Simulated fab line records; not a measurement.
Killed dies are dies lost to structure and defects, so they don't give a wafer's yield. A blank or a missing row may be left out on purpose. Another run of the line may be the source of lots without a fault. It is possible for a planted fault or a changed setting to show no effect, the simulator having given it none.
Chamber matching + flow n5 finfet + N5_BEOL_M0_ALD_136 on ald metal-01: 4 sister chambers
The step deposits TaN, pulse time 2 s, purge time 3 s, co reactant purge time 2 s. 8 wafers are shown with their chamber, then 10 later ones without.

WAFERS, EACH WITH ITS CHAMBER
| wafer  | chamber | heater power w (W) |
|--------|---------|--------------------|
| L082.4 | 2       | 445                |
| L082.5 | 3       | 436                |
| L084.2 | 2       | 441                |
| L084.3 | 3       | 437                |
| L084.5 | 1       | 359                |
| L084.6 | 0       | 360                |
| L089.1 | 1       | 364                |
| L089.2 | 0       | 365                |

WAFERS MISSING THEIR CHAMBER
| wafer  | heater power w (W) |
|--------|--------------------|
| L089.3 | 439                |
| L089.4 | 419                |
| L089.5 | 440                |
| L089.6 | 369                |
| L092.3 | 364                |
| L092.5 | 436                |
| L092.6 | 357                |
| L097.3 | 443                |
| L097.4 | 441                |
| L097.5 | 358                |

WHICH CHAMBER EACH WENT THROUGH
| wafer  | from the rows above     | in truth |
|--------|-------------------------|----------|
| L089.3 | can't be placed: 3 or 2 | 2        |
| L089.4 | 3                       | 3        |
| L089.5 | can't be placed: 2 or 3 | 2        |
| L089.6 | can't be placed: 0 or 1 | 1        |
| L092.3 | can't be placed: 0 or 1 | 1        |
| L092.5 | 3                       | 3        |
| L092.6 | can't be placed: 1 or 0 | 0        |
| L097.3 | 2                       | 2        |
| L097.4 | can't be placed: 2 or 3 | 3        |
| L097.5 | can't be placed: 1 or 0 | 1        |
3 of 10 placed correctly. Can't be placed from these rows: 7 (the true chamber is among the candidates in 7). Number placed wrongly: 0.
How it was worked out, from the rows above alone: a wafer's distance from a chamber is the root of the sum, over the readings, of the square of ((its reading less the chamber's mean) divided by the reading's scatter). If the next closest chamber is less than 2 further off than the closest, the wafer can't be placed; otherwise it belongs to the closest. The mean given for a chamber averages the wafers shown for that chamber. The scatter is the square root of a quotient: the sum, over the shown wafers, of each reading's squared deviation from its chamber's mean, divided by wafers minus chambers.
